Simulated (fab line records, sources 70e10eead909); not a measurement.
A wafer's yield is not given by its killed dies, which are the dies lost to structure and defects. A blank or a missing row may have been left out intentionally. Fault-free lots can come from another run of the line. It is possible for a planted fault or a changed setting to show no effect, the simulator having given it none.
Chamber matching + flow nand harc + rie diel-11 running NHARC_P_M0_ETCH_34: 4 sister chambers
The step etches the open film in N2/H2, target depth 40 nm, overetch 12 nm, time 43.94 s. 14 wafers are shown with their chamber, then 7 later ones without.

== WAFERS, EACH WITH ITS CHAMBER ==
| wafer  | chamber | drypump motor current A (A) | showerhead plenum p Torr (Torr) | rf vpp V (V) |
|--------|---------|-----------------------------|---------------------------------|--------------|
| L081.1 | 0       | 6.3                         | 2.13                            | 432.4        |
| L081.3 | 2       | 6.1                         | 2.12                            | 431.9        |
| L081.6 | 0       | 6.3                         | 2.13                            | 432.7        |
| L084.1 | 3       | 5.0                         | 2.04                            | 430.5        |
| L084.2 | 0       | 6.4                         | 2.13                            | 433.4        |
| L084.4 | 1       | 6.2                         | 2.15                            | 434.1        |
| L085.2 | 3       | 5.0                         | 2.04                            | 429.1        |
| L085.3 | 1       | 6.2                         | 2.15                            | 433.8        |
| L085.4 | 0       | 6.3                         | 2.13                            | 434.8        |
| L092.1 | 2       | 6.1                         | 2.11                            | 431.5        |
| L092.4 | 1       | 6.2                         | 2.14                            | 432.6        |
| L092.6 | 2       | 6.0                         | 2.11                            | 432.2        |
| L094.3 | 3       | 5.0                         | 2.03                            | 431.9        |
| L094.4 | 2       | 6.1                         | 2.11                            | 433.0        |

SIGNATURES, as means of the wafers listed above
| reading                  | chamber 0 | chamber 1 | chamber 2 | chamber 3 | scatter within a chamber |
|--------------------------|-----------|-----------|-----------|-----------|--------------------------|
| drypump motor current A  | 6.325     | 6.200     | 6.075     | 5.000     | 0.0387                   |
| showerhead plenum p Torr | 2.1300    | 2.1467    | 2.1125    | 2.0367    | 0.00456                  |
| rf vpp V                 | 433.325   | 433.500   | 432.150   | 430.500   | 0.991                    |
Rule: for a wafer and a chamber, the distance is found by dividing, reading by reading, the gap between the wafer's reading and the chamber's mean by the reading's scatter, squaring, summing and taking the root. If the next closest chamber is less than 2 further off than the closest, the wafer can't be placed; otherwise it belongs to the closest. How the scatter is found: for the shown wafers, subtract from each reading the mean of its chamber, square and add these, divide the total by (wafers less chambers), then take the root.

== WAFERS WITHOUT THEIR CHAMBER ==
| wafer  | drypump motor current A (A) | showerhead plenum p Torr (Torr) | rf vpp V (V) |
|--------|-----------------------------|---------------------------------|--------------|
| L094.6 | 6.2                         | 2.14                            | 432.8        |
| L097.3 | 6.3                         | 2.11                            | 432.4        |
| L097.4 | 6.1                         | 2.10                            | 433.2        |
| L097.6 | 6.1                         | 2.10                            | 433.4        |
| L096.2 | 5.0                         | 2.02                            | 430.6        |
| L096.3 | 6.3                         | 2.11                            | 432.0        |
| L096.6 | 6.2                         | 2.13                            | 432.8        |

== WHICH CHAMBER EACH WENT THROUGH ==
| wafer  | from the rows above          | in truth |
|--------|------------------------------|----------|
| L094.6 | 1                            | 1        |
| L097.3 | can't be placed: 0 or 2      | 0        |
| L097.4 | 2                            | 2        |
| L097.6 | 2                            | 2        |
| L096.2 | 3                            | 3        |
| L096.3 | can't be placed: 0 or 2      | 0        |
| L096.6 | can't be placed: 0 or 1 or 2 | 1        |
Placed correctly: 4 of 7. Unplaceable from these rows: 3, with the true chamber sitting among the candidates in 3. Number placed wrongly: 0.
